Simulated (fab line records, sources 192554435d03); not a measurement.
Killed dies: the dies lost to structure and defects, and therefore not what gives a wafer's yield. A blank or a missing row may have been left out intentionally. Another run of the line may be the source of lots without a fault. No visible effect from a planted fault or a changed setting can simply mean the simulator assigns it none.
Which tool was responsible? / flow n5_finfet / 8 lots with 24 wafers sampled at 6 steps, on a route of 1938 steps

== WHAT THE GAUGES READ, wafer by wafer ==
N5_BEOL_M4_INSPECT_30: inspects for defects (brightfield). Usual: raw_defect_count reads 412 (standard deviation 100).
lot=L367; measured=day 9 14:31; on=defect_inspect-02; raw_defect_count=427 445 383; flag=
lot=L374; measured=day 11 05:59; on=defect_inspect-01; raw_defect_count=1761 1817 1614; flag=OFF
lot=L376; measured=day 12 03:22; on=defect_inspect-01; raw_defect_count=1623 1725 1650; flag=OFF
lot=L379; measured=day 12 18:13; on=defect_inspect-02; raw_defect_count=545 393 731; flag=
lot=L378; measured=day 13 08:20; on=defect_inspect-01; raw_defect_count=425 587 386; flag=
lot=L381; measured=day 13 09:17; on=defect_inspect-01; raw_defect_count=383 378 386; flag=
lot=L383; measured=day 13 18:14; on=defect_inspect-01; raw_defect_count=415 346 397; flag=
lot=L385; measured=day 14 02:12; on=defect_inspect-01; raw_defect_count=423 328 335; flag=

N5_BEOL_M4_RC_MEAS_101. Usual: DIBL_N 35.8 mV/V, standard deviation 1.7; DIBL_P 35.3 mV/V, standard deviation 2; IOFF_N 0.150 nA/um, standard deviation 0.026; IOFF_P 0.194 nA/um, standard deviation 0.029; ION_N 667 uA/um, standard deviation 11; ION_P 456 uA/um, standard deviation 7.1; SS_N 71.4 mV/dec, standard deviation 0.65; SS_P 73.1 mV/dec, standard deviation 0.64; VT_N 251 mV, standard deviation 3; VT_P -252 mV, standard deviation 3.2.
lot=L367; measured=day 10 23:08; on=prober-02; DIBL_N (mV/V)=36.3 35.5 35.1; DIBL_P (mV/V)=39.2 38.0 37.0; IOFF_N (nA/um)=0.181 0.148 0.158; IOFF_P (nA/um)=0.208 0.189 0.186; ION_N (uA/um)=679 659 675; ION_P (uA/um)=459 453 458; SS_N (mV/dec)=71.7 72.0 71.8; SS_P (mV/dec)=73.6 73.9 72.7; VT_N (mV)=248 249 252; VT_P (mV)=-252 -253 -253; flag=
lot=L374; measured=day 12 12:49; on=prober-02; DIBL_N (mV/V)=33.9 35.7 36.5; DIBL_P (mV/V)=32.9 34.6 34.1; IOFF_N (nA/um)=0.124 0.149 0.156; IOFF_P (nA/um)=0.169 0.199 0.182; ION_N (uA/um)=660 673 665; ION_P (uA/um)=451 465 450; SS_N (mV/dec)=71.0 70.5 70.8; SS_P (mV/dec)=72.6 72.7 72.6; VT_N (mV)=254 252 251; VT_P (mV)=-252 -251 -254; flag=
lot=L376; measured=day 13 19:43; on=prober-02; DIBL_N (mV/V)=36.6 35.7 35.0; DIBL_P (mV/V)=34.3 35.7 32.6; IOFF_N (nA/um)=0.161 0.151 0.134; IOFF_P (nA/um)=0.192 0.210 0.162; ION_N (uA/um)=668 677 659; ION_P (uA/um)=456 458 449; SS_N (mV/dec)=72.1 72.2 71.6; SS_P (mV/dec)=74.2 73.4 72.8; VT_N (mV)=251 249 253; VT_P (mV)=-252 -251 -255; flag=
lot=L379; measured=day 14 01:52; on=prober-02; DIBL_N (mV/V)=36.2 37.0 35.2; DIBL_P (mV/V)=37.5 36.5 35.8; IOFF_N (nA/um)=0.165 0.162 0.137; IOFF_P (nA/um)=0.234 0.206 0.201; ION_N (uA/um)=667 678 659; ION_P (uA/um)=458 464 459; SS_N (mV/dec)=71.4 71.6 71.2; SS_P (mV/dec)=74.2 73.9 73.3; VT_N (mV)=244 249 250; VT_P (mV)=-247 -249 -250; flag=
lot=L378; measured=day 14 05:40; on=prober-01; DIBL_N (mV/V)=38.3 36.9 37.8; DIBL_P (mV/V)=35.3 34.6 34.8; IOFF_N (nA/um)=0.186 0.161 0.171; IOFF_P (nA/um)=0.213 0.204 0.199; ION_N (uA/um)=669 677 688; ION_P (uA/um)=456 466 464; SS_N (mV/dec)=72.2 71.9 72.1; SS_P (mV/dec)=73.8 73.9 73.1; VT_N (mV)=247 249 248; VT_P (mV)=-252 -251 -250; flag=
lot=L381; measured=day 14 15:55; on=prober-01; DIBL_N (mV/V)=38.3 34.6 37.8; DIBL_P (mV/V)=35.3 32.8 36.3; IOFF_N (nA/um)=0.174 0.125 0.165; IOFF_P (nA/um)=0.187 0.152 0.194; ION_N (uA/um)=662 664 672; ION_P (uA/um)=449 457 459; SS_N (mV/dec)=72.7 70.5 71.2; SS_P (mV/dec)=73.4 71.7 72.6; VT_N (mV)=247 250 249; VT_P (mV)=-253 -254 -252; flag=
lot=L383; measured=day 14 23:49; on=prober-01; DIBL_N (mV/V)=36.1 38.2 34.3; DIBL_P (mV/V)=35.1 36.6 31.9; IOFF_N (nA/um)=0.165 0.209 0.121; IOFF_P (nA/um)=0.231 0.262 0.186; ION_N (uA/um)=666 691 652; ION_P (uA/um)=467 470 458; SS_N (mV/dec)=71.9 71.8 70.9; SS_P (mV/dec)=72.7 73.3 72.6; VT_N (mV)=245 243 251; VT_P (mV)=-246 -244 -251; flag=
lot=L385; measured=day 15 08:19; on=prober-01; DIBL_N (mV/V)=34.3 36.6 34.5; DIBL_P (mV/V)=34.8 37.6 35.9; IOFF_N (nA/um)=0.117 0.153 0.129; IOFF_P (nA/um)=0.170 0.217 0.184; ION_N (uA/um)=668 666 674; ION_P (uA/um)=463 458 463; SS_N (mV/dec)=70.9 71.9 71.3; SS_P (mV/dec)=73.4 73.2 73.1; VT_N (mV)=255 253 252; VT_P (mV)=-253 -251 -253; flag=

== WHAT TOOL EACH LOT RAN ON (gives the tool, then ch and the chambers of the sampled wafers, and finally the start) ==
lot=L367; N5_BEOL_M4_ETCH_74=rie_diel-03 ch 0,1,3, day 9 13:34; N5_BEOL_M4_ETCH_64=rie_diel-03 ch 0,1,3, day 9 13:36; N5_BEOL_M4_DESCUM_33=rie_diel-01 ch 0, day 9 14:32; N5_BEOL_M4_VIA_ETCH_34=rie_diel-03 ch 0,2,3, day 10 18:41
lot=L374; N5_BEOL_M4_ETCH_74=rie_diel-01 ch 0,2, day 11 04:47; N5_BEOL_M4_ETCH_64=rie_diel-01 ch 0,2, day 11 04:50; N5_BEOL_M4_DESCUM_33=rie_diel-01 ch 2,3, day 11 06:02; N5_BEOL_M4_VIA_ETCH_34=rie_diel-03 ch 0,1,3, day 12 08:31
lot=L376; N5_BEOL_M4_ETCH_74=rie_diel-01 ch 0,3, day 12 02:20; N5_BEOL_M4_ETCH_64=rie_diel-01 ch 0,3, day 12 02:22; N5_BEOL_M4_DESCUM_33=rie_diel-03 ch 0,1, day 12 03:24; N5_BEOL_M4_VIA_ETCH_34=rie_diel-01 ch 1,2,3, day 13 15:16
lot=L379; N5_BEOL_M4_ETCH_74=rie_diel-04 ch 0,1, day 12 17:17; N5_BEOL_M4_ETCH_64=rie_diel-04 ch 0,1, day 12 17:20; N5_BEOL_M4_DESCUM_33=rie_diel-03 ch 0,2,3, day 12 18:15; N5_BEOL_M4_VIA_ETCH_34=rie_diel-03 ch 1,2, day 13 20:46
lot=L378; N5_BEOL_M4_ETCH_74=rie_diel-04 ch 1,2,3, day 13 07:23; N5_BEOL_M4_ETCH_64=rie_diel-04 ch 1,2,3, day 13 07:26; N5_BEOL_M4_DESCUM_33=rie_diel-01 ch 0,2,3, day 13 08:22; N5_BEOL_M4_VIA_ETCH_34=rie_diel-01 ch 0,3, day 14 00:22
lot=L381; N5_BEOL_M4_ETCH_74=rie_diel-03 ch 0,2,3, day 13 08:27; N5_BEOL_M4_ETCH_64=rie_diel-03 ch 0,2,3, day 13 08:30; N5_BEOL_M4_DESCUM_33=rie_diel-01 ch 1,2,3, day 13 09:20; N5_BEOL_M4_VIA_ETCH_34=rie_diel-03 ch 1,2, day 14 11:17
lot=L383; N5_BEOL_M4_ETCH_74=rie_diel-04 ch 0,2,3, day 13 17:26; N5_BEOL_M4_ETCH_64=rie_diel-04 ch 0,2,3, day 13 17:29; N5_BEOL_M4_DESCUM_33=rie_diel-04 ch 0,2, day 13 18:17; N5_BEOL_M4_VIA_ETCH_34=rie_diel-01 ch 0,1,2, day 14 19:05
lot=L385; N5_BEOL_M4_ETCH_74=rie_diel-04 ch 0,1, day 14 01:11; N5_BEOL_M4_ETCH_64=rie_diel-04 ch 0,1, day 14 01:13; N5_BEOL_M4_DESCUM_33=rie_diel-04 ch 0,1,3, day 14 02:30; N5_BEOL_M4_VIA_ETCH_34=rie_diel-04 ch 0,1, day 15 03:32
- N5_BEOL_M4_ETCH_74: etches underlayer in N2/H2, target depth 6.5 nm, time 5.2 s.
- N5_BEOL_M4_ETCH_64: etches SOC in N2/H2, target depth 75 nm, overetch 22.5 nm, time 121.9 s.
- N5_BEOL_M4_DESCUM_33: chemistry O2, time 7 s.
- N5_BEOL_M4_VIA_ETCH_34: etches the open film in C4F6/O2, target depth 69.4 nm, time 65.9 s.

== AS READ BY THE TOOLS THEMSELVES (means over the sampled wafers that have a number; for cases with no such wafer, the mark the record gives instead) ==
N5_BEOL_M4_ETCH_74. Usual: drypump_motor_current_A 5.9 A, standard deviation 0.5; etch_rf_on_time_s 5.26 s, standard deviation 0.095; oes_product_au 0.67 a.u., standard deviation 0.08; rf_vpp_V 523.6 V, standard deviation 2.9; showerhead_plenum_p_Torr 2.53 Torr, standard deviation 0.1; throttle_valve_pct 17.8 %, standard deviation 0.35.
lot=L367; tool=rie_diel-03; drypump_motor_current_A (A)=5.8; etch_rf_on_time_s (s)=5.35; oes_product_au (a.u.)=0.67; rf_vpp_V (V)=523.3; showerhead_plenum_p_Torr (Torr)=2.55; throttle_valve_pct (%)=17.8; flag=
lot=L374; tool=rie_diel-01; drypump_motor_current_A (A)=6.5; etch_rf_on_time_s (s)=5.23; oes_product_au (a.u.)=0.62; rf_vpp_V (V)=522.9; showerhead_plenum_p_Torr (Torr)=2.49; throttle_valve_pct (%)=18.3; flag=
lot=L376; tool=rie_diel-01; drypump_motor_current_A (A)=6.1; etch_rf_on_time_s (s)=5.17; oes_product_au (a.u.)=0.69; rf_vpp_V (V)=522.2; showerhead_plenum_p_Torr (Torr)=2.50; throttle_valve_pct (%)=17.6; flag=
lot=L379; tool=rie_diel-04; drypump_motor_current_A (A)=6.3; etch_rf_on_time_s (s)=5.23; oes_product_au (a.u.)=0.69; rf_vpp_V (V)=524.2; showerhead_plenum_p_Torr (Torr)=2.58; throttle_valve_pct (%)=17.9; flag=
lot=L378; tool=rie_diel-04; drypump_motor_current_A (A)=5.7; etch_rf_on_time_s (s)=5.27; oes_product_au (a.u.)=0.69; rf_vpp_V (V)=523.7; showerhead_plenum_p_Torr (Torr)=2.56; throttle_valve_pct (%)=17.7; flag=
lot=L381; tool=rie_diel-03; drypump_motor_current_A (A)=5.8; etch_rf_on_time_s (s)=5.26; oes_product_au (a.u.)=0.67; rf_vpp_V (V)=524.7; showerhead_plenum_p_Torr (Torr)=2.59; throttle_valve_pct (%)=17.8; flag=
lot=L383; tool=rie_diel-04; drypump_motor_current_A (A)=5.6; etch_rf_on_time_s (s)=5.25; oes_product_au (a.u.)=0.65; rf_vpp_V (V)=524.8; showerhead_plenum_p_Torr (Torr)=2.54; throttle_valve_pct (%)=18.0; flag=
lot=L385; tool=rie_diel-04; drypump_motor_current_A (A)=6.2; etch_rf_on_time_s (s)=5.28; oes_product_au (a.u.)=0.63; rf_vpp_V (V)=524.1; showerhead_plenum_p_Torr (Torr)=2.55; throttle_valve_pct (%)=18.1; flag=

N5_BEOL_M4_ETCH_64. Usual: drypump_motor_current_A 5.9 A, standard deviation 0.5; oes_product_au 0.60 a.u., standard deviation 0.069; rf_vpp_V 523.6 V, standard deviation 2.9; showerhead_plenum_p_Torr 2.53 Torr, standard deviation 0.1; temp_c 40.01 C, standard deviation 0.11; throttle_valve_pct 17.8 %, standard deviation 0.35.
lot=L367; tool=rie_diel-03; drypump_motor_current_A (A)=5.8; oes_product_au (a.u.)=0.60; rf_vpp_V (V)=523.7; showerhead_plenum_p_Torr (Torr)=2.55; temp_c (C)=40.01; throttle_valve_pct (%)=17.8; flag=
lot=L374; tool=rie_diel-01; drypump_motor_current_A (A)=6.5; oes_product_au (a.u.)=0.56; rf_vpp_V (V)=522.6; showerhead_plenum_p_Torr (Torr)=2.49; temp_c (C)=40.05; throttle_valve_pct (%)=18.2; flag=
lot=L376; tool=rie_diel-01; drypump_motor_current_A (A)=6.1; oes_product_au (a.u.)=0.62; rf_vpp_V (V)=523.8; showerhead_plenum_p_Torr (Torr)=2.50; temp_c (C)=39.96; throttle_valve_pct (%)=17.5; flag=
lot=L379; tool=rie_diel-04; drypump_motor_current_A (A)=6.3; oes_product_au (a.u.)=0.62; rf_vpp_V (V)=524.9; showerhead_plenum_p_Torr (Torr)=2.57; temp_c (C)=40.04; throttle_valve_pct (%)=17.8; flag=
lot=L378; tool=rie_diel-04; drypump_motor_current_A (A)=5.7; oes_product_au (a.u.)=0.62; rf_vpp_V (V)=524.1; showerhead_plenum_p_Torr (Torr)=2.56; temp_c (C)=40.06; throttle_valve_pct (%)=17.6; flag=
lot=L381; tool=rie_diel-03; drypump_motor_current_A (A)=5.8; oes_product_au (a.u.)=0.60; rf_vpp_V (V)=524.6; showerhead_plenum_p_Torr (Torr)=2.59; temp_c (C)=40.07; throttle_valve_pct (%)=17.7; flag=
lot=L383; tool=rie_diel-04; drypump_motor_current_A (A)=5.6; oes_product_au (a.u.)=0.58; rf_vpp_V (V)=523.5; showerhead_plenum_p_Torr (Torr)=2.54; temp_c (C)=40.02; throttle_valve_pct (%)=17.9; flag=
lot=L385; tool=rie_diel-04; drypump_motor_current_A (A)=6.1; oes_product_au (a.u.)=0.58; rf_vpp_V (V)=524.0; showerhead_plenum_p_Torr (Torr)=2.55; temp_c (C)=40.13; throttle_valve_pct (%)=18.1; flag=

N5_BEOL_M4_DESCUM_33. Usual: drypump_motor_current_A 5.9 A, standard deviation 0.48; oes_product_au 0.79 a.u., standard deviation 0.099; rf_vpp_V 243.1 V, standard deviation 1.5; showerhead_plenum_p_Torr 2.09 Torr, standard deviation 0.076; temp_c 39.99 C, standard deviation 0.11; throttle_valve_pct 20.4 %, standard deviation 0.37.
lot=L367; tool=rie_diel-01; drypump_motor_current_A (A)=6.4; oes_product_au (a.u.)=0.70; rf_vpp_V (V)=243.3; showerhead_plenum_p_Torr (Torr)=2.15; temp_c (C)=39.94; throttle_valve_pct (%)=20.7; flag=
lot=L374; tool=rie_diel-01; drypump_motor_current_A (A)=6.2; oes_product_au (a.u.)=0.84; rf_vpp_V (V)=242.8; showerhead_plenum_p_Torr (Torr)=2.04; temp_c (C)=39.94; throttle_valve_pct (%)=20.4; flag=
lot=L376; tool=rie_diel-03; drypump_motor_current_A (A)=5.4; oes_product_au (a.u.)=0.93; rf_vpp_V (V)=244.1; showerhead_plenum_p_Torr (Torr)=2.18; temp_c (C)=40.04; throttle_valve_pct (%)=20.1; flag=
lot=L379; tool=rie_diel-03; drypump_motor_current_A (A)=5.8; oes_product_au (a.u.)=0.79; rf_vpp_V (V)=244.0; showerhead_plenum_p_Torr (Torr)=2.14; temp_c (C)=40.08; throttle_valve_pct (%)=20.3; flag=
lot=L378; tool=rie_diel-01; drypump_motor_current_A (A)=6.3; oes_product_au (a.u.)=0.76; rf_vpp_V (V)=242.7; showerhead_plenum_p_Torr (Torr)=2.06; temp_c (C)=39.92; throttle_valve_pct (%)=20.6; flag=
lot=L381; tool=rie_diel-01; drypump_motor_current_A (A)=6.1; oes_product_au (a.u.)=0.81; rf_vpp_V (V)=242.3; showerhead_plenum_p_Torr (Torr)=2.03; temp_c (C)=40.06; throttle_valve_pct (%)=20.5; flag=
lot=L383; tool=rie_diel-04; drypump_motor_current_A (A)=5.9; oes_product_au (a.u.)=0.70; rf_vpp_V (V)=242.2; showerhead_plenum_p_Torr (Torr)=2.06; temp_c (C)=39.92; throttle_valve_pct (%)=21.0; flag=
lot=L385; tool=rie_diel-04; drypump_motor_current_A (A)=5.9; oes_product_au (a.u.)=0.82; rf_vpp_V (V)=243.6; showerhead_plenum_p_Torr (Torr)=2.15; temp_c (C)=40.08; throttle_valve_pct (%)=20.4; flag=

N5_BEOL_M4_VIA_ETCH_34. Usual: drypump_motor_current_A 5.9 A, standard deviation 0.48; oes_product_au 0.80 a.u., standard deviation 0.095; rf_vpp_V 669 V, standard deviation 10; showerhead_plenum_p_Torr 2.83 Torr, standard deviation 0.11; throttle_valve_pct 30.7 %, standard deviation 0.35.
lot=L367; tool=rie_diel-03; drypump_motor_current_A (A)=5.8; oes_product_au (a.u.)=0.71; rf_vpp_V (V)=666; showerhead_plenum_p_Torr (Torr)=2.78; throttle_valve_pct (%)=30.6; flag=
lot=L374; tool=rie_diel-03; drypump_motor_current_A (A)=5.8; oes_product_au (a.u.)=0.85; rf_vpp_V (V)=669; showerhead_plenum_p_Torr (Torr)=2.94; throttle_valve_pct (%)=30.6; flag=
lot=L376; tool=rie_diel-01; drypump_motor_current_A (A)=6.1; oes_product_au (a.u.)=0.81; rf_vpp_V (V)=666; showerhead_plenum_p_Torr (Torr)=2.74; throttle_valve_pct (%)=30.7; flag=
lot=L379; tool=rie_diel-03; drypump_motor_current_A (A)=5.2; oes_product_au (a.u.)=0.83; rf_vpp_V (V)=669; showerhead_plenum_p_Torr (Torr)=2.84; throttle_valve_pct (%)=30.4; flag=
lot=L378; tool=rie_diel-01; drypump_motor_current_A (A)=6.1; oes_product_au (a.u.)=0.79; rf_vpp_V (V)=659; showerhead_plenum_p_Torr (Torr)=2.82; throttle_valve_pct (%)=30.8; flag=
lot=L381; tool=rie_diel-03; drypump_motor_current_A (A)=5.2; oes_product_au (a.u.)=0.82; rf_vpp_V (V)=669; showerhead_plenum_p_Torr (Torr)=2.83; throttle_valve_pct (%)=30.4; flag=
lot=L383; tool=rie_diel-01; drypump_motor_current_A (A)=6.3; oes_product_au (a.u.)=0.74; rf_vpp_V (V)=662; showerhead_plenum_p_Torr (Torr)=2.79; throttle_valve_pct (%)=31.0; flag=
lot=L385; tool=rie_diel-04; drypump_motor_current_A (A)=6.1; oes_product_au (a.u.)=0.73; rf_vpp_V (V)=668; showerhead_plenum_p_Torr (Torr)=2.85; throttle_valve_pct (%)=31.1; flag=

== THE ANSWER, worked out from the rows above alone ==
Rule: a lot counts as off when the mean over its wafers that have a number is more than 3 standard deviations away from the usual mean. A lot without any number at a reading at which 4 lots or more have one is off too. All remaining lots with rows at the step are treated as sound. First the gauges in route order, then the tools' own readings, where a lot's mean is used as printed above. The first step at which some lot is off is used, and at that step the reading that is off furthest; a lot without a number counts as furthest.
Off at N5_BEOL_M4_INSPECT_30 (raw_defect_count): L374, L376.
If a tool, at a process step before that reading, ran all the lots that are off and no sound lot after the first of them, it fits. Those tools and the gauges at N5_BEOL_M4_INSPECT_30 are tried in the same way. One candidate fits, namely rie_diel-01 at N5_BEOL_M4_ETCH_74 and N5_BEOL_M4_ETCH_64. It ran no sound lot before its first lot that is off in this sample, so the start can't be narrowed down.

== WHAT WAS PUT IN BY THE SIMULATOR ==
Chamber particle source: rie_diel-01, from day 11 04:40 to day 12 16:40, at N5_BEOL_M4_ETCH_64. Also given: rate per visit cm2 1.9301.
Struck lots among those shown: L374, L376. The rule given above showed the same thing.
